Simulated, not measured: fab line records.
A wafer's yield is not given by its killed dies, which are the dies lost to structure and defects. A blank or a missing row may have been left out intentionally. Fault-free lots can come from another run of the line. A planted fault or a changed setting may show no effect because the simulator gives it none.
Which tool did it?    flow nand_harc    33 wafers from 11 lots sampled at 5 of the route's 1302 steps

WHAT THE GAUGES READ, wafer by wafer
NHARC_A_SLIT_OVL_MEAS_10. Usual: overlay_x_nm 0.0 nm, standard deviation 0.85; overlay_y_nm 0.0 nm, standard deviation 0.82.
lot   measured      on          overlay_x_nm (nm)  overlay_y_nm (nm)  flag
L384  day 19 12:38  overlay-01  0.8 0.8 1.0        0.9 0.9 0.8        
L387  day 20 15:52  overlay-01  -0.6 -1.2 -0.2     1.3 1.2 1.5        
L389  day 21 15:38  overlay-01  -0.5 -0.7 -1.1     0.3 0.9 0.1        
L391  day 22 18:50  overlay-01  1.3 1.3 0.7        0.5 0.7 0.5        
L393  day 23 06:08  overlay-02  -0.5 -0.1 -0.1     -0.4 -0.6 -0.8     
L394  day 24 07:38  overlay-01  1.6 1.1 2.0        0.5 0.4 -0.3       
L401  day 26 12:14  overlay-02  0.1 0.9 1.0        0.4 -0.1 0.3       
L402  day 27 01:53  overlay-01  1.1 0.2 0.2        0.4 0.9 0.4        
L404  day 27 13:25  overlay-02  0.7 0.3 0.5        -0.8 -0.2 -1.2     
L406  day 28 09:01  overlay-01  1.4 1.2 0.8        0.4 1.0 0.8        
L407  day 29 20:10  overlay-01  -0.1 -0.6 -0.2     0.2 -0.3 0.0       

NHARC_END_SORT_01. Usual: killed_at_array 55, standard deviation 15; killed_at_other 1.0, standard deviation 1.2; killed_at_periphery 3.4, standard deviation 2.2; killed_dies 59, standard deviation 15; killed_open 3.2, standard deviation 2; killed_short 2.5, standard deviation 1.7.
lot   measured      on         killed_at_array  killed_at_other  killed_at_periphery  killed_dies  killed_open  killed_short  flag
L384  day 24 12:37  prober-02  62 33 33         1 1 1            3 1 4                66 35 38     4 2 6        0 2 4         
L387  day 25 08:41  prober-01  23 58 51         0 0 0            4 5 3                27 63 54     0 5 7        0 1 1         
L389  day 25 23:20  prober-01  87 52 59         0 0 0            2 3 1                89 55 60     6 3 1        2 3 1         
L391  day 27 17:48  prober-01  42 29 38         0 0 0            5 2 1                47 31 39     8 2 6        6 2 3         
L393  day 28 01:58  prober-02  62 33 60         3 5 4            6 4 6                71 42 70     5 0 4        2 3 0         
L394  day 29 05:34  prober-01  36 34 30         0 0 0            6 4 4                42 38 34     2 1 0        6 1 1         
L401  day 30 23:55  prober-01  46 52 41         0 0 0            7 9 8                53 61 49     2 3 4        1 4 3         
L402  day 31 19:05  prober-01  63 51 54         0 1 1            1 5 4                64 57 59     5 1 0        5 6 2         
L404  day 32 02:10  prober-02  63 83 58         2 1 0            4 2 2                69 86 60     7 2 5        2 4 1         
L406  day 33 05:31  prober-02  59 62 47         2 0 0            1 3 1                62 65 48     3 5 0        2 1 2         
L407  day 34 15:51  prober-02  37 37 45         0 0 0            6 2 7                43 39 52     4 2 3        2 5 2         

TOOL THAT RAN EACH LOT (tool first, then ch and the chambers of the sampled wafers, then the start)
lot   NHARC_A_SLIT_DESCUM_14              NHARC_A_SLIT_ETCH_17              NHARC_A_WL_FILL_ETCHBACK_04
L384  rie_diel-08 ch 0,1,2, day 19 12:44  har_etch-02 ch 0,1, day 19 13:59  rie_metal-03 ch 0,1, day 20 04:43
L387  rie_diel-05 ch 0,1,2, day 20 15:58  har_etch-02 ch 0,1, day 20 17:13  rie_metal-01 ch 0,1, day 21 06:29
L389  rie_diel-10 ch 0,1,3, day 21 15:44  har_etch-01 ch 0,1, day 21 17:01  rie_metal-01 ch 0,1, day 22 06:05
L391  rie_diel-05 ch 1,2, day 22 18:56    har_etch-02 ch 0,1, day 22 22:00  rie_metal-01 ch 0,1, day 23 09:29
L393  rie_diel-05 ch 0,1,3, day 23 06:14  har_etch-02 ch 0,1, day 23 13:41  rie_metal-01 ch 1, day 24 02:13
L394  rie_diel-08 ch 0,1,3, day 24 07:45  har_etch-02 ch 0,1, day 24 09:01  rie_metal-01 ch 0,1, day 24 22:02
L401  rie_diel-05 ch 0,1, day 26 12:20    har_etch-02 ch 0,1, day 26 13:35  rie_metal-01 ch 0,1, day 27 02:55
L402  rie_diel-10 ch 1,2,3, day 27 01:59  har_etch-02 ch 0,1, day 27 04:03  rie_metal-01 ch 0,1, day 27 16:41
L404  rie_diel-08 ch 0,1,2, day 27 13:31  har_etch-01 ch 0,1, day 27 15:22  rie_metal-01 ch 0,1, day 28 03:54
L406  rie_diel-05 ch 0,2, day 28 09:07    har_etch-02 ch 0, day 28 11:38    rie_metal-01 ch 1, day 29 00:45
L407  rie_diel-08 ch 0,2,3, day 29 20:16  har_etch-02 ch 0,1, day 30 03:00  rie_metal-01 ch 0,1, day 30 15:30
- NHARC_A_SLIT_DESCUM_14: chemistry O2, time 3 s.
- NHARC_A_SLIT_ETCH_17: etches the open film in C4F8/O2/Ar, time 4254.5 s, target depth 20300 nm.
- NHARC_A_WL_FILL_ETCHBACK_04: etches the open film in NF3, target depth 60 nm, time 120 s.

WHAT THE TOOLS THEMSELVES READ (means of the sampled wafers that have a number; where no wafer has one, the mark that the record gives instead)
NHARC_A_SLIT_DESCUM_14. Usual: chamber_pressure_mTorr is 60.00 mTorr with standard deviation 0.053, drypump_motor_current_A is 5.6 A with standard deviation 0.5, mfc_ar_sccm is 0.011 sccm with standard deviation 0.014, oes_product_au is 1.000 a.u. with standard deviation 0.01, rf_vpp_V is 58.0 V with standard deviation 0.92, showerhead_plenum_p_Torr is 1.96 Torr with standard deviation 0.078, and throttle_valve_pct is 11.311 % with standard deviation 0.0093.
lot   tool         chamber_pressure_mTorr (mTorr)  drypump_motor_current_A (A)  mfc_ar_sccm (sccm)  oes_product_au (a.u.)  rf_vpp_V (V)  showerhead_plenum_p_Torr (Torr)  throttle_valve_pct (%)  flag
L384  rie_diel-08  59.99                           5.7                          0.006               1.003                  57.2          1.93                             11.313                  
L387  rie_diel-05  60.03                           5.6                          0.021               0.996                  57.3          2.01                             11.312                  
L389  rie_diel-10  60.00                           5.8                          0.000               1.002                  58.0          1.91                             11.317                  
L391  rie_diel-05  59.99                           5.3                          0.013               1.006                  58.5          2.05                             11.316                  
L393  rie_diel-05  59.96                           5.7                          0.019               0.997                  57.9          2.00                             11.303                  
L394  rie_diel-08  59.99                           5.5                          0.014               0.999                  57.7          1.91                             11.307                  
L401  rie_diel-05  60.01                           5.4                          0.009               1.005                  56.9          2.01                             11.319                  
L402  rie_diel-10  60.02                           5.2                          0.000               0.998                  58.2          1.96                             11.317                  
L404  rie_diel-08  59.99                           5.7                          0.006               1.001                  57.5          1.92                             11.297                  
L406  rie_diel-05  60.00                           5.8                          0.034               0.989                  58.4          2.01                             11.316                  
L407  rie_diel-08  60.03                           5.4                          0.014               0.996                  57.2          1.93                             11.313                  

NHARC_A_SLIT_ETCH_17. Usual: chamber_pressure_mTorr 20.000 mTorr, standard deviation 0.016; drypump_motor_current_A 5.82 A, standard deviation 0.15; he_backside_leak_sccm 6.0 sccm, standard deviation 0.43; mfc_ar_sccm 375.2 sccm, standard deviation 1.2; showerhead_plenum_p_Torr 3.71 Torr, standard deviation 0.19; throttle_valve_pct 32.046 %, standard deviation 0.0095.
lot   tool         chamber_pressure_mTorr (mTorr)  drypump_motor_current_A (A)  he_backside_leak_sccm (sccm)  mfc_ar_sccm (sccm)  showerhead_plenum_p_Torr (Torr)  throttle_valve_pct (%)  flag
L384  har_etch-02  20.002                          5.82                         5.2                           375.3               3.92                             32.046                  
L387  har_etch-02  19.993                          5.84                         5.5                           374.2               3.91                             32.045                  
L389  har_etch-01  19.993                          5.91                         6.0                           375.4               3.57                             32.055                  
L391  har_etch-02  20.012                          5.84                         5.5                           375.8               3.90                             32.035                  
L393  har_etch-02  20.009                          5.75                         5.5                           375.1               3.88                             32.048                  
L394  har_etch-02  20.005                          5.74                         5.7                           376.1               3.88                             32.035                  
L401  har_etch-02  20.003                          5.83                         5.5                           374.8               3.86                             32.051                  
L402  har_etch-02  20.007                          5.75                         5.9                           373.8               3.86                             32.058                  
L404  har_etch-01  19.996                          5.81                         6.6                           376.2               3.47                             32.044                  
L406  har_etch-02  20.003                          5.93                         5.6                           376.1               3.85                             32.049                  
L407  har_etch-02  20.013                          5.76                         5.9                           374.5               3.83                             32.046                  

NHARC_A_WL_FILL_ETCHBACK_04. Usual: chamber_pressure_mTorr 300.01 mTorr, standard deviation 0.26; drypump_motor_current_A 5.8 A, standard deviation 0.57; he_backside_leak_sccm 3.44 sccm, standard deviation 0.15; oes_product_au 1.002 a.u., standard deviation 0.0092; run_length_s 141.59 s, standard deviation 0.29.
lot   tool          chamber_pressure_mTorr (mTorr)  drypump_motor_current_A (A)  he_backside_leak_sccm (sccm)  oes_product_au (a.u.)  run_length_s (s)  flag
L384  rie_metal-03  300.13                          5.3                          3.49                          0.999                  141.90            
L387  rie_metal-01  300.05                          5.7                          3.46                          0.996                  141.60            
L389  rie_metal-01  299.83                          5.7                          3.35                          1.003                  141.44            
L391  rie_metal-01  299.99                          6.1                          3.44                          1.002                  141.58            
L393  rie_metal-01  299.82                          6.5                          3.18                          1.006                  155.45            OFF
L394  rie_metal-01  299.90                          5.7                          3.51                          0.996                  146.14            OFF
L401  rie_metal-01  300.16                          5.7                          3.39                          1.004                  141.69            
L402  rie_metal-01  299.98                          6.1                          3.44                          1.001                  141.41            
L404  rie_metal-01  299.85                          6.1                          3.36                          1.005                  141.69            
L406  rie_metal-01  300.02                          6.5                          3.36                          1.009                  141.62            
L407  rie_metal-01  299.82                          5.7                          3.57                          0.997                  141.37            

THE ANSWER, worked out from the rows above alone
Rule: take the mean of a lot's wafers that have a number; if it is more than 3 standard deviations from the usual mean, the lot is off. A lot without any number at a reading at which 4 lots or more have one is off too. All remaining lots with rows at the step are treated as sound. After the gauges, taken in route order, come the tools' own readings; for these a lot's mean is taken, as printed above. At the first step where some lot is off, the reading lying furthest off is the one used; lots without a number count as furthest.
Off at NHARC_A_WL_FILL_ETCHBACK_04 (run_length_s): L393, L394.
If a tool, at that step or one of the process steps before it, ran each lot that is off and ran no sound lot following the first of them, it fits. No candidate that was tried fits.

WHAT THE SIMULATOR HAD INSERTED
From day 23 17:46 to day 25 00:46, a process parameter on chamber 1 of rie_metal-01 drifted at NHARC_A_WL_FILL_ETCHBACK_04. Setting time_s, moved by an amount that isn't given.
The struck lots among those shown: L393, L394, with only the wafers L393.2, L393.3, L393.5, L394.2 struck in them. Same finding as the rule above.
